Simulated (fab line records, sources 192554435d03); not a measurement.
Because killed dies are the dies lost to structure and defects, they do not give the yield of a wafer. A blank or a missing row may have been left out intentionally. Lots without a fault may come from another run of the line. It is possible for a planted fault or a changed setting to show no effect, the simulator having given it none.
What tool caused it? -- flow n5 finfet -- Sampling: 24 lots, 72 wafers, 2 of 1938 route steps

WHAT EACH GAUGE READ, for each wafer
N5_BEOL_M15_INSPECT_55: inspects for defects (darkfield). Usual: raw defect count reads 71 (standard deviation 25).
lot,measured,on,raw defect count,flag
L074,day 12 04:41,defect inspect-02,81 62 53,
L075,day 12 04:41,defect inspect-02,97 74 77,
L077,day 12 14:35,defect inspect-01,87 69 49,
L078,day 13 11:35,defect inspect-02,95 51 51,
L076,day 13 11:54,defect inspect-02,82 63 96,
L080,day 13 17:14,defect inspect-02,58 72 41,
L079,day 13 21:52,defect inspect-02,101 69 71,
L081,day 14 07:15,defect inspect-02,75 46 54,
L082,day 14 22:32,defect inspect-02,53 52 28,
L083,day 15 05:10,defect inspect-01,57 39 110,
L085,day 15 13:01,defect inspect-02,34 30 68,
L084,day 15 21:15,defect inspect-01,73 76 45,
L087,day 16 02:37,defect inspect-02,65 66 74,
L092,day 16 11:13,defect inspect-02,88 49 77,
L086,day 16 11:15,defect inspect-01,68 82 81,
L089,day 16 17:19,defect inspect-02,69 77 97,
L088,day 17 00:48,defect inspect-01,35 38 48,
L090,day 17 05:07,defect inspect-01,75 52 145,
L091,day 17 09:32,defect inspect-02,84 128 57,
L094,day 17 16:16,defect inspect-01,60 35 48,
L093,day 17 16:36,defect inspect-01,72 86 102,
L096,day 17 17:23,defect inspect-02,91 72 56,
L097,day 18 04:31,defect inspect-01,110 158 63,
L095,day 19 05:07,defect inspect-02,54 97 66,

TOOL THAT RAN EACH LOT (tool first, then ch and the chambers of the sampled wafers, then the start)
lot,N5_BEOL_M15_DEGAS_41
L074,"pvd sputter-02, day 12 03:13"
L075,"pvd sputter-01, day 12 03:13"
L077,"pvd sputter-01, day 12 12:59"
L078,"pvd sputter-01, day 13 10:13"
L076,"pvd sputter-02, day 13 10:33"
L080,"pvd sputter-01, day 13 15:28"
L079,"pvd sputter-03, day 13 20:31"
L081,"pvd sputter-02, day 14 05:45"
L082,"pvd sputter-03, day 14 21:06"
L083,"pvd sputter-01, day 15 03:47"
L085,"pvd sputter-01, day 15 11:40"
L084,"pvd sputter-02, day 15 19:53"
L087,"pvd sputter-02, day 16 01:08"
L092,"pvd sputter-03, day 16 09:52"
L086,"pvd sputter-01, day 16 09:53"
L089,"pvd sputter-03, day 16 15:43"
L088,"pvd sputter-01, day 16 23:27"
L090,"pvd sputter-03, day 17 03:29"
L091,"pvd sputter-01, day 17 08:10"
L094,"pvd sputter-03, day 17 14:49"
L093,"pvd sputter-03, day 17 15:15"
L096,"pvd sputter-02, day 17 15:39"
L097,"pvd sputter-03, day 18 03:09"
L095,"pvd sputter-02, day 19 03:46"
- N5_BEOL_M15_DEGAS_41: time 60 s.

AS READ BY THE TOOLS THEMSELVES (means over the sampled wafers that have a number; for cases with no such wafer, the mark the record gives instead)
N5_BEOL_M15_DEGAS_41. Usual: heater power w reads 454 W (standard deviation 27).
lot,tool,heater power w (W),flag
L074,pvd sputter-02,440,
L075,pvd sputter-01,474,
L077,pvd sputter-01,471,
L078,pvd sputter-01,458,
L076,pvd sputter-02,444,
L080,pvd sputter-01,462,
L079,pvd sputter-03,470,
L081,pvd sputter-02,437,
L082,pvd sputter-03,465,
L083,pvd sputter-01,454,
L085,pvd sputter-01,461,
L084,pvd sputter-02,422,
L087,pvd sputter-02,416,
L092,pvd sputter-03,439,
L086,pvd sputter-01,457,
L089,pvd sputter-03,456,
L088,pvd sputter-01,440,
L090,pvd sputter-03,453,
L091,pvd sputter-01,450,
L094,pvd sputter-03,423,
L093,pvd sputter-03,427,
L096,pvd sputter-02,452,
L097,pvd sputter-03,456,
L095,pvd sputter-02,460,

THE ANSWER, worked out from the rows above alone
Rule: a lot is off if the mean of its wafers that have a number lies more than 3 standard deviations from the usual mean. Also off: a lot with no number at a reading for which 4 or more lots have one. The other lots that the step has rows for count as sound. The gauges are gone through in route order, then the tools' own readings, and for those a lot's mean is taken as printed above. The first step at which some lot is off is used, and at that step the reading that is off furthest; a lot without a number counts as furthest.
No lot is off on any of the readings shown, so nothing can be concluded from this.

WHAT HAD BEEN PUT IN BY THE SIMULATOR
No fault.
